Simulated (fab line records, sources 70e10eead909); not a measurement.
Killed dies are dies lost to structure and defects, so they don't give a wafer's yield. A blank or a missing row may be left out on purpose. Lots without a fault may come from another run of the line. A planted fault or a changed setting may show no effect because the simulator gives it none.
fab line records | flow nand_harc
record lots=6 wafers=17 last_day=31
route steps=1302 shown A_ONON_D1@424 END@1302
lots that met no fault: from a run of the same line without faults
start_h: hours from the record's first day to the start of the lot's first wafer shown | wait_h: hours since the lot's step before | " the same as in the row above | L1.1+2: a row that stands for several wafers | - no value, or no start given | * or withheld: withheld | < > ~ a bound
route shown NAME@n: a module of which the file shows steps, and the number in the route of the first | usual: mean/standard deviation of fault-free wafers | same: alike in all rows | chamber/n: place in a boat | sites: the reading at each site | _std_site: their standard deviation | _edge_site: outer sites' mean less inner sites' | radius_mm: how far each site lies from the wafer's centre | mask NAME#n: copy n | behind: the tool/chamber that last shaped the wafer | hold: why the lot was held/for how many hours/how that ended | device: the transistor (n, p or np) that didn't switch | end of line: the same wafers' tests at the end of the route | a step without rows: its recipe alone | killed: dies lost to structure and defects at the first sort, not the wafer's yield | map: a wafer's dies, x killed, . not, _ none there
set.NAME: the setting as run; set.NAME@STEP: as run at that earlier step | model.NAME: the simulator's own value behind a step, which no gauge read
lots at some steps of the route; a table a step, a row a wafer
services: from which hour (start_h, from the record's first day; less than 0 if before it) a tool's chamber was out of use, for how many hours, and why
## steps
# step NHARC_A_ONON_D1_DEP_00
# recipe target_thk_a=10000 n2_flow_sccm=2750 n2o_flow_sccm=2000 nh3_flow_sccm=500 sih4_flow_sccm=210 temp_c=400
# step NHARC_A_ONON_D1_THK_MEAS_02
# recipe thk_meas_gauge=ellipsometry
# usual thk_nm=999/8.6
# columns lot.wafer tool chamber start_h wait_h thk_nm
L520.3 film_metro-01 - 213.72 - 997
L520.4 " - " " 999
L520.5 " - " " 999
L525.2 film_metro-01 - 263.41 - 979
L525.5 " - " " 979
L525.6 " - " " 983
L526.1 film_metro-01 - 271.67 - 998
L526.5 " - " " 1000
L529.1 film_metro-02 - 305.38 - 985
L529.2 " - " " 986
L529.5 " - " " 984
L531.1 film_metro-01 - 325.00 - 1007
L531.2 " - " " 1009
L531.6 " - " " 1008
L533.3 film_metro-02 - 340.94 - 994
L533.4 " - " " 994
L533.5 " - " " 992
# step NHARC_A_ONON_D1_DEP_03
# recipe target_thk_a=10000 n2_flow_sccm=2750 n2o_flow_sccm=2000 nh3_flow_sccm=500 sih4_flow_sccm=210 temp_c=400
# step NHARC_A_ONON_D1_THK_MEAS_05
# recipe thk_meas_gauge=ellipsometry
# usual thk_nm=1000/9.5
# columns lot.wafer tool chamber start_h wait_h thk_nm
L520.3 film_metro-02 - 214.28 - 1003
L520.4 " - " " 1003
L520.5 " - " " 1001
L525.2 film_metro-01 - 263.99 - 1000
L525.5 " - " " 1001
L525.6 " - " " 1001
L526.1 film_metro-01 - 272.24 - 994
L526.5 " - " " 995
L529.1 film_metro-02 - 305.95 - 1010
L529.2 " - " " 1010
L529.5 " - " " 1011
L531.1 film_metro-01 - 325.56 - 998
L531.2 " - " " 997
L531.6 " - " " 998
L533.3 film_metro-02 - 341.51 - 1021
L533.4 " - " " 1020
L533.5 " - " " 1022
# step NHARC_A_ONON_D1_DEP_06
# recipe target_thk_a=10000 n2_flow_sccm=2750 n2o_flow_sccm=2000 nh3_flow_sccm=500 sih4_flow_sccm=210 temp_c=400
# step NHARC_A_ONON_D1_THK_MEAS_08
# recipe thk_meas_gauge=ellipsometry
# usual thk_nm=1001/10
# columns lot.wafer tool chamber start_h wait_h thk_nm
L520.3 film_metro-01 - 214.85 - 1003
L520.4 " - " " 1003
L520.5 " - " " 1004
L525.2 film_metro-02 - 264.55 - 1009
L525.5 " - " " 1009
L525.6 " - " " 1007
L526.1 film_metro-02 - 272.81 - 995
L526.5 " - " " 995
L529.1 film_metro-02 - 306.52 - 998
L529.2 " - " " 999
L529.5 " - " " 1000
L531.1 film_metro-01 - 326.14 - 994
L531.2 " - " " 995
L531.6 " - " " 995
L533.3 film_metro-02 - 342.08 - 1017
L533.4 " - " " 1016
L533.5 " - " " 1018
# step NHARC_A_ONON_D1_DEP_09
# recipe target_thk_a=10000 n2_flow_sccm=2750 n2o_flow_sccm=2000 nh3_flow_sccm=500 sih4_flow_sccm=210 temp_c=400
# step NHARC_A_ONON_D1_THK_MEAS_11
# recipe thk_meas_gauge=ellipsometry
# usual thk_nm=998/8
# columns lot.wafer tool chamber start_h wait_h thk_nm
L520.3 film_metro-02 - 215.41 - 992
L520.4 " - " " 990
L520.5 " - " " 991
L525.2 film_metro-01 - 265.12 - 1009
L525.5 " - " " 1009
L525.6 " - " " 1008
L526.1 film_metro-01 - 273.38 - 1005
L526.5 " - " " 1004
L529.1 film_metro-02 - 307.08 - 1006
L529.2 " - " " 1004
L529.5 " - " " 1006
L531.1 film_metro-02 - 326.70 - 989
L531.2 " - " " 988
L531.6 " - " " 989
L533.3 film_metro-02 - 342.64 - 1001
L533.4 " - " " 1001
L533.5 " - " " 1002
# step NHARC_A_ONON_D1_DEP_12
# recipe target_thk_a=10000 n2_flow_sccm=2750 n2o_flow_sccm=2000 nh3_flow_sccm=500 sih4_flow_sccm=210 temp_c=400
# step NHARC_A_ONON_D1_THK_MEAS_14
# recipe thk_meas_gauge=ellipsometry
# usual thk_nm=1001/7.6
# columns lot.wafer tool chamber start_h wait_h thk_nm
L520.3 film_metro-02 - 215.97 - 998
L520.4 " - " " 999
L520.5 " - " " 999
L525.2 film_metro-02 - 265.71 - 1001
L525.5 " - " " 1002
L525.6 " - " " 1002
L526.1 film_metro-02 - 273.95 - 1003
L526.5 " - " " 1003
L529.1 film_metro-01 - 307.65 - 989
L529.2 " - " " 992
L529.5 " - " " 988
L531.1 film_metro-02 - 327.27 - 1006
L531.2 " - " " 1008
L531.6 " - " " 1006
L533.3 film_metro-02 - 343.20 - 1009
L533.4 " - " " 1009
L533.5 " - " " 1011
# step NHARC_A_ONON_D1_ANNEAL_15
# recipe temp_c=750 time_s=3600
# step NHARC_A_ONON_D1_DEP_16
# recipe target_thk_a=10000 n2_flow_sccm=2750 n2o_flow_sccm=2000 nh3_flow_sccm=500 sih4_flow_sccm=210 temp_c=400
# usual n2o_flow_sccm=2000/5.8 nh3_flow_sccm=500.4/1.6
# columns lot.wafer tool chamber start_h wait_h n2o_flow_sccm nh3_flow_sccm
L520.3 pecvd_onon-03 0 223.36 0.2 2010 501.0
L520.4 " 0 " " 1998 501.7
L520.5 " 0 " " 2004 498.3
L525.2 pecvd_onon-03 0 273.03 0.1 2008 501.3
L525.5 " 0 " " 2009 501.5
L525.6 " 0 " " 2004 500.9
L526.1 pecvd_onon-03 0 281.23 0.1 2005 501.5
L526.5 " 0 " " 2003 502.8
L529.1 pecvd_onon-02 0 318.28 0.1 2004 499.7
L529.2 " 0 " " 2002 501.3
L529.5 " 0 " " 2004 501.1
L531.1 pecvd_onon-02 0 334.56 0.1 2004 501.1
L531.2 " 0 " " 2000 500.9
L531.6 " 0 " " 2001 499.8
L533.3 pecvd_onon-02 0 350.64 0.2 1998 501.3
L533.4 " 0 " " 1998 502.5
L533.5 " 0 " " 2001 502.5
# step NHARC_A_ONON_D1_THK_MEAS_18
# recipe thk_meas_gauge=ellipsometry
# usual thk_nm=1002/8.3
# columns lot.wafer tool chamber start_h wait_h thk_nm
L520.3 film_metro-02 - 223.75 - 999
L520.4 " - " " 999
L520.5 " - " " 997
L525.2 film_metro-02 - 273.49 - 998
L525.5 " - " " 619
L525.6 " - " " 998
L526.1 film_metro-02 - 281.74 - 599
L526.5 " - " " 600
L529.1 film_metro-01 - 318.79 - 1004
L529.2 " - " " 1003
L529.5 " - " " 1006
L531.1 film_metro-01 - 335.07 - 994
L531.2 " - " " 995
L531.6 " - " " 995
L533.3 film_metro-01 - 351.04 - 1006
L533.4 " - " " 1006
L533.5 " - " " 1007
# step NHARC_A_ONON_D1_DEP_19
# recipe target_thk_a=10000 n2_flow_sccm=2750 n2o_flow_sccm=2000 nh3_flow_sccm=500 sih4_flow_sccm=210 temp_c=400
# step NHARC_END_SORT_01
# recipe temp_c=25
# usual killed_at_array=59/17 killed_at_other=0.9/1.6 killed_at_periphery=3.7/2.3 killed_dies=64/17 killed_open=3.3/1.8 killed_short=2.4/1.6
# same gross_dies=677
# columns lot.wafer tool chamber start_h wait_h killed_at_array killed_at_other killed_at_periphery killed_dies killed_open killed_short
L520.3 prober-02 0 606.68 3.1 37 0 1 38 5 3
L520.4 prober-02 0 607.48 3.4 44 0 3 47 4 3
L520.5 prober-02 0 608.29 3.7 52 0 0 52 3 1
L526.1 prober-02 0 676.72 2.5 676 1 0 677 2 1
L526.5 prober-02 0 679.89 3.7 675 0 2 677 6 1
L525.5 prober-01 0 679.95 3.7 670 0 7 677 5 1
# killed by level:class
L520.3 A_CHANNEL_HOLE_D2:chamber_film_flake=24 A_CONTACT:chamber_film_flake=4 P_CONTACT:geometric_particle:open=1 A_CHANNEL_FILL_D1:geometric_particle:open=1 A_CHANNEL_FILL_D1:geometric_particle:short=1 A_DECK1_JOINT:geometric_particle:short=1 A_SGD_CUT:geometric_particle:short=1 A_SLIT:geometric_particle:open=1
L520.4 A_CHANNEL_HOLE_D2:chamber_film_flake=31 A_M1:chamber_film_flake=4 A_CHANNEL_HOLE_D1:chamber_film_flake=2 A_CONTACT:chamber_film_flake=2 P_GATE:geometric_particle:open=1 P_CONTACT:geometric_particle:short=1 P_M0:geometric_particle:open=1 A_ONON_D1:geometric_particle:short=1
L520.5 A_CHANNEL_HOLE_D2:chamber_film_flake=36 A_CONTACT:chamber_film_flake=6 A_M1:chamber_film_flake=4 A_CHANNEL_FILL_D2:geometric_particle:open=1 A_M0:geometric_particle:short=1 A_M0:geometric_particle:open=1 A_M1:geometric_particle:open=1 A_ZERO_WELL:chamber_film_flake=1
L526.1 A_ONON_D1:area_dep=596 A_SLIT:chamber_film_flake=30 A_CHANNEL_HOLE_D1:chamber_film_flake=27 A_CHANNEL_HOLE_D2:chamber_film_flake=16 A_STAIRCASE:chamber_film_flake=3 A_CHANNEL_FILL_D1:geometric_particle:open=1 A_M1:geometric_particle:open=1 STARTING-WAFER:geometric_particle:short=1
L526.5 A_ONON_D1:area_dep=586 A_CHANNEL_HOLE_D1:chamber_film_flake=37 A_SLIT:chamber_film_flake=26 A_CHANNEL_HOLE_D2:chamber_film_flake=12 A_STAIRCASE:chamber_film_flake=5 P_CONTACT:geometric_particle:open=1 A_CHANNEL_FILL_D1:geometric_particle:open=1 A_DECK1_JOINT:geometric_particle:open=1
L525.5 A_ONON_D1:area_dep=622 A_CHANNEL_HOLE_D1:chamber_film_flake=24 A_CONTACT:chamber_film_flake=9 A_STAIRCASE:chamber_film_flake=5 P_M2:chamber_film_flake=4 A_WL_FILL:chamber_film_flake=3 P_M0:geometric_particle:open=2 A_CHANNEL_HOLE_D2:chamber_film_flake=2
# map L525.5 (x killed, . not)
____________x____________
_________xxxxxxx_________
_______xxxxxxxxxxx_______
______xxxxxxxxxxxxx______
_____xxxxxxxxxxxxxxx_____
____xxxxxxxxxxxxxxxxx____
____xxxxxxxxxxxxxxxxx____
___xxxxxxxxxxxxxxxxxxx___
___xxxxxxxxxxxxxxxxxxx___
__xxxxxxxxxxxxxxxxxxxxx__
__xxxxxxxxxxxxxxxxxxxxx__
_xxxxxxxxxxxxxxxxxxxxxxx_
_xxxxxxxxxxxxxxxxxxxxxxx_
_xxxxxxxxxxxxxxxxxxxxxxx_
_xxxxxxxxxxxxxxxxxxxxxxx_
_xxxxxxxxxxxxxxxxxxxxxxx_
xxxxxxxxxxxxxxxxxxxxxxxxx
xxxxxxxxxxxxxxxxxxxxxxxxx
xxxxxxxxxxxxxxxxxxxxxxxxx
xxxxxxxxxxxxxxxxxxxxxxxxx
xxxxxxxxxxxxxxxxxxxxxxxxx
_xxxxxxxxxxxxxxxxxxxxxxx_
_xxxxxxxxxxxxxxxxxxxxxxx_
_xxxxxxxxxxxxxxxxxxxxxxx_
_xxxxxxxxxxxxxxxxxxxxxxx_
_xxxxxxxxxxxxxxxxxxxxxxx_
__xxxxxxxxxxxxxxxxxxxxx__
__xxxxxxxxxxxxxxxxxxxxx__
___xxxxxxxxxxxxxxxxxxx___
___xxxxxxxxxxxxxxxxxxx___
____xxxxxxxxxxxxxxxxx____
____xxxxxxxxxxxxxxxxx____
_____xxxxxxxxxxxxxxx_____
______xxxxxxxxxxxxx______
_______xxxxxxxxxxx_______
_________xxxxxxx_________
____________x____________
# map L526.1 (x killed, . not)
____________x____________
_________xxxxxxx_________
_______xxxxxxxxxxx_______
______xxxxxxxxxxxxx______
_____xxxxxxxxxxxxxxx_____
____xxxxxxxxxxxxxxxxx____
____xxxxxxxxxxxxxxxxx____
___xxxxxxxxxxxxxxxxxxx___
___xxxxxxxxxxxxxxxxxxx___
__xxxxxxxxxxxxxxxxxxxxx__
__xxxxxxxxxxxxxxxxxxxxx__
_xxxxxxxxxxxxxxxxxxxxxxx_
_xxxxxxxxxxxxxxxxxxxxxxx_
_xxxxxxxxxxxxxxxxxxxxxxx_
_xxxxxxxxxxxxxxxxxxxxxxx_
_xxxxxxxxxxxxxxxxxxxxxxx_
xxxxxxxxxxxxxxxxxxxxxxxxx
xxxxxxxxxxxxxxxxxxxxxxxxx
xxxxxxxxxxxxxxxxxxxxxxxxx
xxxxxxxxxxxxxxxxxxxxxxxxx
xxxxxxxxxxxxxxxxxxxxxxxxx
_xxxxxxxxxxxxxxxxxxxxxxx_
_xxxxxxxxxxxxxxxxxxxxxxx_
_xxxxxxxxxxxxxxxxxxxxxxx_
_xxxxxxxxxxxxxxxxxxxxxxx_
_xxxxxxxxxxxxxxxxxxxxxxx_
__xxxxxxxxxxxxxxxxxxxxx__
__xxxxxxxxxxxxxxxxxxxxx__
___xxxxxxxxxxxxxxxxxxx___
___xxxxxxxxxxxxxxxxxxx___
____xxxxxxxxxxxxxxxxx____
____xxxxxxxxxxxxxxxxx____
_____xxxxxxxxxxxxxxx_____
______xxxxxxxxxxxxx______
_______xxxxxxxxxxx_______
_________xxxxxxx_________
____________x____________
## services
# columns tool chamber start_h hours kind
pecvd_onon-03 - 227.00 13.0 pm
## key
first_sign step=NHARC_A_ONON_D1_THK_MEAS_18 reading=thk_nm direction=down sigmas=48 usual=1002 struck=606
effect step=NHARC_END_SORT_01 reading=killed_at_array direction=up sigmas=37 usual=59 struck=674
more_kills_born_at NHARC_A_ONON_D1_DEP_16@pecvd_onon-03=1804
met_at NHARC_A_ONON_D1_DEP_16
struck_wafers L525.5,L526.1,L526.5
later_rows_left_out L525.5,L526.1,L526.5
tester_left_out L525,L526
onset_between 223.36 273.03
fault kind=process_parameter_drift tool=pecvd_onon-03 chamber=- onset_h=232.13 steps=NHARC_A_ONON_D1_DEP_16 channel=target_thk_a offset=* shape=step end_h=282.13 scope=struck_wafers_only acts_in=* stated=*
# tester_left_out: of these lots the tester's yield and bins aren't shown, on N5 and GAA mostly nor the transistor test; their killed dies are dies lost to structure and defects alone, not to doping, threshold or leakage, so they don't give the yield
# later_rows_left_out: the simulator's readings of these wafers behind a module that went badly wrong aren't trusted and aren't shown, but for the sort
